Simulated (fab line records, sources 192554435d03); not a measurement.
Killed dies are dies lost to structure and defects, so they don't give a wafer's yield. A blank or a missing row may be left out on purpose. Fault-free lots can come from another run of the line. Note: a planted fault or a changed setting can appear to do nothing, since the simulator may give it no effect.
Struck lot and sound lot, side by side / flow n5_finfet / 38 out of 1938 route steps
Sound: the wafers L374.3, L374.4, L374.6. Struck: wafer L359.4; the same lot's L359.6 was not struck, so it is left out; see the end for the cause.
At each step with rows: each side's tool, then ch and its chambers, then its first start. Under that, the readings that differ: sound wafers / struck wafers / difference of the means / sigmas: that difference in standard deviations of wafers without a fault.
alike: words and numbers the same on both sides, and readings whose means are apart by under 2 such deviations; not compared: readings that were withheld, readings missing a value for some wafer, numbers with overlapping values and no deviation given by the record, and bounds like >300 which may hide the same value.
A row with sigmas, a row that says differs or no value, or rows on one side alone: a step with any of these is where the two part. Numbers that don't overlap but have no deviation are shown without sigmas and don't part them. A reading missing from all wafers of one side parts the sides only when that side holds two or more wafers.

first, 9 steps without rows for these wafers: N5_BEOL_M4_PEB_09 (peb time 60 s); N5_BEOL_M4_DEVELOP_10 (develop time 30 s); N5_BEOL_M4_DESCUM_16 (chemistry O2, time 7 s); N5_BEOL_M4_ETCH_74 (etches underlayer in N2/H2, target depth 6.5 nm, time 5.2 s); N5_BEOL_M4_ETCH_63 (etches SiARC in CF4, target depth 15.6 nm, time 26 s); N5_BEOL_M4_ETCH_64 (etches SOC in N2/H2, target depth 75 nm, overetch 22.5 nm, time 121.9 s); N5_BEOL_M4_STRIP_65 (strips in N2/H2); N5_BEOL_M4_STRIP_75 (strips in N2/H2); N5_BEOL_M4_STRIP_66 (strips in CF4).
N5_BEOL_M4_HM_OPEN_17: chemistry Cl2/BCl3, target TiN, target depth 20 nm, overetch 6 nm.
  sound on rie_metal-02 ch 0,1, day 14 14:31; struck on rie_metal-02 ch 1, day 10 08:41
reading=model.etch.depth_nm (nm); sound=20.5 20.23 20.56; struck=15.84; difference=-4.59; sigmas=
reading=model.SOC_of_BEOL_M4_COAT_61.thk_nm (nm); sound=52.2 52 52; struck=55.4; difference=+3.3; sigmas=
reading=model.BEOL_M4.cd_offset_nm (nm); sound=0 0 0.2; struck=-0.6; difference=-0.7; sigmas=
  alike: drypump_motor_current_A, oes_ar_750_au, oes_product_au, throttle_valve_pct
  not compared: rf_hours_counter_h
then, 14 steps without rows for these wafers: N5_BEOL_M4_STRIP_19 (strips in O2); N5_BEOL_M4_COAT_67 (time 60 s, resist thk 60 nm); N5_BEOL_M4_COAT_68 (time 60 s, resist thk 12 nm); N5_BEOL_M4_COAT_76 (time 60 s, resist thk 5 nm); N5_BEOL_M4_COAT_22 (resist thk 30 nm); N5_BEOL_M4_EBR_24; N5_BEOL_M4_SOFTBAKE_23 (time 60 s); N5_BEOL_M4_EXPOSE_25 (exposes mask V3, defocus 5 nm); N5_BEOL_M4_PEB_26 (peb time 60 s); N5_BEOL_M4_DEVELOP_27 (develop time 30 s); N5_BEOL_M4_DESCUM_33 (chemistry O2, time 7 s); N5_BEOL_M4_ETCH_77 (etches underlayer in N2/H2, target depth 6.5 nm, time 5.2 s); N5_BEOL_M4_ETCH_69 (etches SiARC in CF4, target depth 15.6 nm, time 26 s); N5_BEOL_M4_ALD_98 (deposits SiO2, target thk 2.5 nm, pulse time 1 s, co reactant pulse time 1 s).
N5_BEOL_M4_ETCHBACK_99: etches SiO2 in CHF3, target depth 5 nm, time 10.4 s.
  sound on rie_diel-04 ch 0,2, day 15 10:58; struck on rie_diel-04 ch 1, day 11 10:26
reading=oes_product_au (a.u.); sound=0.85 0.67 0.84; struck=0.37; difference=-0.42; sigmas=-5
  alike: drypump_motor_current_A, oes_ar_750_au, rf_vpp_V, showerhead_plenum_p_Torr, throttle_valve_pct
  not compared: rf_hours_counter_h
then, 3 steps without rows for these wafers: N5_BEOL_M4_ETCH_70 (etches SOC in N2/H2, target depth 80 nm, overetch 24 nm, time 130 s); N5_BEOL_M4_STRIP_71 (strips in N2/H2); N5_BEOL_M4_STRIP_78 (strips in N2/H2).
N5_BEOL_M4_VIA_ETCH_34: etches the open film in C4F6/O2, target depth 69.4 nm, time 65.9 s.
  sound on rie_diel-04 ch 0,2, day 15 11:07; struck on rie_diel-04 ch 1, day 11 10:34
reading=oes_product_au (a.u.); sound=0.84 0.66 0.84; struck=0.38; difference=-0.40; sigmas=-5
  alike: drypump_motor_current_A, oes_ar_750_au, rf_vpp_V, showerhead_plenum_p_Torr, throttle_valve_pct
  not compared: rf_hours_counter_h
then, 4 steps without rows for these wafers: N5_BEOL_M4_STRIP_83 (strips in C4F6/O2); N5_BEOL_M4_STRIP_36 (strips in N2/H2); N5_BEOL_M4_TRENCH_ETCH_37 (etches SiOC in C4F6/O2, target depth 55.555 nm, time 29.2 s); N5_BEOL_M4_STRIP_97 (strips in N2/H2, time 10 s).
N5_BEOL_M4_OCD_MEAS_38:
  sound on ocd-02 at day 15 11:22; struck on ocd-01 at day 11 10:50
reading=trench_depth_nm (nm); sound=54.9 53.8 54.8; struck=2.7; difference=-51.8; sigmas=-62
N5_BEOL_M4_CD_MEAS_35: target cd 18 nm, target cd y 22.4 nm.
  sound on cd_sem-03 at day 15 11:32; struck on cd_sem-01 at day 11 10:59
  not compared: cd_nm
N5_BEOL_M4_THK_MEAS_53: measures by xrf.
  sound on film_metro-02 at day 15 15:02; struck on film_metro-01 at day 11 14:20
  not compared: M4_THK
N5_BEOL_M4_RC_MEAS_101:
  the record has rows for the sound wafers here (prober-02 ch 0, day 15 15:43) and none for the struck ones
-- record jumps: 4 days separate the struck wafers' starts on either side; left off in module BEOL_M4, taken up again in module PASSIVATION, whose first shown step is the route's number 1936 --
N5_PASSIVATION_PROBE_49:
  record: rows for the struck wafers here (prober-02, day 15 17:49), none for the sound ones

WHERE THEY PART
Earliest at N5_BEOL_M4_ETCHBACK_99; latest, in this record, at N5_PASSIVATION_PROBE_49.

WHY: what the simulator had put in
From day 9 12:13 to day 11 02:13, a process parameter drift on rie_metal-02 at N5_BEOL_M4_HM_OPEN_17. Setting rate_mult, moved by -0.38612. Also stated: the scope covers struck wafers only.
